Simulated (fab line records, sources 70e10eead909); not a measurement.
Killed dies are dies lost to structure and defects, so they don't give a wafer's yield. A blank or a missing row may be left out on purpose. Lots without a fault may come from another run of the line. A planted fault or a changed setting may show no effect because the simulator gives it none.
Which tool did it? | flow nand_harc | 13 lots, 39 wafers sampled, at 5 steps of a route of 1302

WHAT THE GAUGES READ, wafer by wafer
NHARC_A_BONDPAD_CD_MEAS_13.
lot  | measured     | on        | cd_nm (nm)
L948 | day 23 02:21 | cd_sem-01 | 499.5 499.9 498.8
L949 | day 23 22:05 | cd_sem-01 | 499.9 500.1 498.4
L951 | day 24 10:15 | cd_sem-03 | 500.4 501.4 500.6
L952 | day 24 14:38 | cd_sem-03 | 496.9 498.1 499.4
L953 | day 24 09:32 | cd_sem-01 | 499.1 501.9 497.5
L954 | day 25 17:55 | cd_sem-02 | 499.7 499.6 498.4
L956 | day 26 04:28 | cd_sem-03 | 498.5 500.5 497.7
L957 | day 28 13:20 | cd_sem-03 | 501.2 502.9 498.4
L958 | day 28 06:46 | cd_sem-01 | 499.4 497.3 497.0
L959 | day 27 21:43 | cd_sem-02 | 497.8 499.3 496.9
L960 | day 28 09:20 | cd_sem-03 | 498.9 500.0 500.3
L962 | day 29 05:19 | cd_sem-02 | 499.9 495.9 500.1
L963 | day 29 06:58 | cd_sem-02 | 501.1 501.8 501.5

NHARC_THIN_TSV_CD_MEAS_12: target cd 1000 nm.
lot  | measured     | on        | cd_nm (nm)
L948 | day 23 15:55 | cd_sem-03 | 998.9 998.1 998.8
L949 | day 24 13:32 | cd_sem-01 | 997.6 998.3 999.9
L951 | day 25 01:04 | cd_sem-03 | 997.8 998.6 1000.4
L952 | day 25 07:32 | cd_sem-01 | 999.6 997.9 994.1
L953 | day 24 23:55 | cd_sem-02 | 998.2 998.4 996.2
L954 | day 26 08:19 | cd_sem-03 | 998.2 999.6 998.6
L956 | day 26 18:58 | cd_sem-02 | 999.3 998.3 1002.8
L957 | day 29 03:04 | cd_sem-03 | 996.8 996.1 996.0
L958 | day 29 00:36 | cd_sem-01 | 1000.1 999.4 998.5
L959 | day 28 12:31 | cd_sem-02 | 997.2 997.1 997.6
L960 | day 29 02:01 | cd_sem-03 | 1001.9 1001.7 998.5
L962 | day 29 19:47 | cd_sem-01 | 998.5 994.9 999.5
L963 | day 29 21:05 | cd_sem-03 | 999.2 999.6 1000.8

NHARC_THIN_TSV_CD_MEAS_33: target cd 5000 nm.
lot  | measured     | on        | cd_nm (nm)
L948 | day 23 21:50 | cd_sem-03 | 5002.4 5001.6 5001.4
L949 | day 24 19:26 | cd_sem-03 | 5000.8 5002.8 5002.3
L951 | day 25 07:09 | cd_sem-03 | 4999.9 5001.3 5003.0
L952 | day 25 13:27 | cd_sem-02 | 4999.2 4999.6 5001.2
L953 | day 25 05:52 | cd_sem-01 | 4999.6 5003.6 5003.7
L954 | day 26 14:23 | cd_sem-03 | 4997.9 4999.9 5000.3
L956 | day 27 00:57 | cd_sem-02 | 5003.1 5001.6 4998.4
L957 | day 29 09:23 | cd_sem-03 | 4999.7 4997.6 5004.0
L958 | day 29 06:58 | cd_sem-01 | 5001.4 4998.2 4998.4
L959 | day 28 18:23 | cd_sem-03 | 5002.3 4998.2 5000.3
L960 | day 29 08:19 | cd_sem-03 | 4997.8 4997.4 4999.5
L962 | day 30 01:42 | cd_sem-03 | 4998.9 4998.4 4999.0
L963 | day 30 03:05 | cd_sem-03 | 4999.6 4998.0 4996.0

NHARC_END_SORT_01.
lot  | measured     | on        | killed_at_array | killed_at_other | killed_at_periphery | killed_dies | killed_open | killed_short
L962 | day 30 14:46 | prober-02 | 96 116 92       | 0 0 1           | 2 5 1               | 98 121 94   | 2 2 3       | 2 0 3

WHICH TOOL RAN EACH LOT (tool, then ch and the chambers of the sampled wafers, then the start)
lot  | NHARC_A_DECK1_JOINT_CVD_12
L948 | lpcvd_poly-04 ch 0, day 11 00:01
L949 | lpcvd_poly-04 ch 0, day 11 18:01
L951 | lpcvd_poly-02 ch 0, day 12 07:41
L952 | lpcvd_poly-02 ch 0, day 12 07:41
L953 | lpcvd_poly-02 ch 0, day 13 00:47
L954 | lpcvd_poly-04 ch 0, day 13 19:11
L956 | lpcvd_poly-02 ch 0, day 14 12:05
L957 | lpcvd_poly-04 ch 0, day 15 09:01
L958 | lpcvd_poly-03 ch 0, day 15 13:28
L959 | lpcvd_poly-03 ch 0, day 15 13:28
L960 | lpcvd_poly-04 ch 0, day 16 05:10
L962 | lpcvd_poly-04 ch 0, day 17 02:22
L963 | lpcvd_poly-02 ch 0, day 17 09:00
- NHARC_A_DECK1_JOINT_CVD_12: deposits poly-Si, target thk 90 nm, time 1800 s.

WHAT THE TOOLS THEMSELVES READ (means of the sampled wafers that have a number; where no wafer has one, the mark that the record gives instead)
The record holds no such reading with a usual standard deviation.

THE ANSWER, worked out from the rows above alone
Rule: what is usual is taken from the lots themselves. Put in order of their means at a reading, lots are off if they are a third of the lots or fewer, leave a main group of 4 or more, and stand apart from it by a gap of 3 or more times the standard deviation of the main group's means; of several such gaps the widest counts. A main group whose means are all the same, to the digits that the tables above print for the reading, isn't used. A lot without any number at a reading at which 4 lots or more have one is off too. The other lots that the step has rows for count as sound. The gauges are gone through in route order, then the tools' own readings, and for those a lot's mean is taken as printed above. The first step at which some lot is off is used, and at that step the reading that is off furthest; a lot without a number counts as furthest.
No lot is off at any reading shown: from this, nothing can be told.

WHAT THE SIMULATOR HAD PUT IN
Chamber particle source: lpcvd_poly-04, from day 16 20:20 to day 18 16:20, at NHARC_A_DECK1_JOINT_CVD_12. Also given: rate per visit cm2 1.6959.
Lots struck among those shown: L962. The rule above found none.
